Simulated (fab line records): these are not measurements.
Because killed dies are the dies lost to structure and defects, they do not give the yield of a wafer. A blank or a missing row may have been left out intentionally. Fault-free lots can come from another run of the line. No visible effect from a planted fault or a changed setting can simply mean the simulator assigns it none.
Struck lot and sound lot, side by side -- flow n5Finfet -- 15 out of 1938 route steps
Sound: the wafers L805.3, L805.5, L805.6. Struck: wafer L794.1 (left out: L794.4, a lot-mate that was not struck); the cause follows at the end.
Order at every step that has rows: each side's tool, ch and its chambers, its first start. Under that, the readings that differ: sound wafers -- struck wafers -- difference of the means -- sigmas: that difference in standard deviations of wafers without a fault.
alike: readings whose means differ by less than 2 such deviations, and words and numbers that are the same on both sides. not compared: withheld readings, readings that some wafer has no value for, bounds like >300 that may hide the same value, and numbers for which the record gives no deviation and whose values overlap.
A row with sigmas, a row that says differs or no value, or rows on one side alone: a step with any of these is where the two part. Numbers that have no deviation but don't overlap get no sigmas and don't part them. A reading missing from all wafers of one side parts the sides only when that side holds two or more wafers.

first, 8 steps without rows for these wafers: N5_BEOL_M8_COAT_64 (time 60 s, resist thk 12 nm); N5_BEOL_M8_COAT_71 (time 60 s, resist thk 5 nm); N5_BEOL_M8_COAT_22 (resist thk 30 nm); N5_BEOL_M8_EBR_24; N5_BEOL_M8_SOFTBAKE_23 (time 60 s); N5_BEOL_M8_EXPOSE_25 (exposes mask V7, target cd 40 nm); N5_BEOL_M8_PEB_26 (peb time 60 s); N5_BEOL_M8_DEVELOP_27 (develop time 30 s).
N5_BEOL_M8_CD_MEAS_28: the cd target is 40 nm.
  sound on cdSem-03 ch 0, day 16 16:52; struck on cdSem-03 ch 0, day 13 13:00
  alike: cdNm
N5_BEOL_M8_OVL_MEAS_29:
  sound on overlay-01 ch 0, day 16 16:54; struck on overlay-01 ch 0, day 13 13:02
  alike: V7_OVL
N5_BEOL_M8_INSPECT_30: inspects for defects (brightfield).
  struck on defectInspect-01, day 13 13:05; sound on defectInspect-01, day 16 16:57
  alike: rawDefectCount
N5_BEOL_M8_DESCUM_33: chemistry O2, time 7 s.
  sound on rieDiel-04 ch 0,3, day 16 17:04; struck on rieDiel-02 ch 0, day 13 13:17
reading,sound,struck,difference,sigmas
chamberPressureMTorr (mTorr),19.979 19.986 20.003,20.029,+0.040,+2
  alike: drypumpMotorCurrentA, oesProductAu, rfVppV, showerheadPlenumPTorr, throttleValvePct
  not compared: rfHoursCounterH
N5_BEOL_M8_ETCH_72: etches underlayer in N2/H2, target depth 6.5 nm, time 5.2 s.
  sound on rieDiel-04 ch 0,3, day 16 17:07; struck on rieDiel-02 ch 0, day 13 13:19
reading,sound,struck,difference,sigmas
etchRfOnTimeS (s),5.13 5.40 5.12,3.84,-1.38,-7
  alike: chamberPressureMTorr, drypumpMotorCurrentA, oesProductAu, rfVppV, showerheadPlenumPTorr, throttleValvePct
  not compared: rfHoursCounterH
N5_BEOL_M8_ETCH_65: etches SiARC in CF4, target depth 15.6 nm, time 26 s.
  sound on rieDiel-04 ch 0,3, day 16 17:07; struck on rieDiel-02 ch 0, day 13 13:20
  alike: chamberPressureMTorr, drypumpMotorCurrentA, etchRfOnTimeS, oesProductAu, rfVppV, showerheadPlenumPTorr, throttleValvePct
  not compared: rfHoursCounterH
-- a jump in the record: the struck wafers' starts before and after are 2 days apart (it breaks off in module BEOL_M8 and resumes in module PASSIVATION, where the first step shown is number 1936 of the route) --
N5_PASSIVATION_PROBE_49:
  struck on prober-01, day 16 00:35; sound on prober-02, day 19 21:19
reading,sound,struck,difference,sigmas
killedAtContacts,19 25 17,7,-13,-2
  alike: defectLimitedYield, killed_at_M0_to_M3, killed_at_M4_up, killedAtFrontEnd, killedAtOther, killedDies, killedOpen, killedShort, sort_bin_4_leakage, sort_bin_5_function, sort_bin_6_memory, sort_bin_8_speed, sortNPass

WHERE THEY PART
Earliest at N5_BEOL_M8_DESCUM_33; latest, in this record, at N5_PASSIVATION_PROBE_49.

WHY: whatever the simulator had introduced
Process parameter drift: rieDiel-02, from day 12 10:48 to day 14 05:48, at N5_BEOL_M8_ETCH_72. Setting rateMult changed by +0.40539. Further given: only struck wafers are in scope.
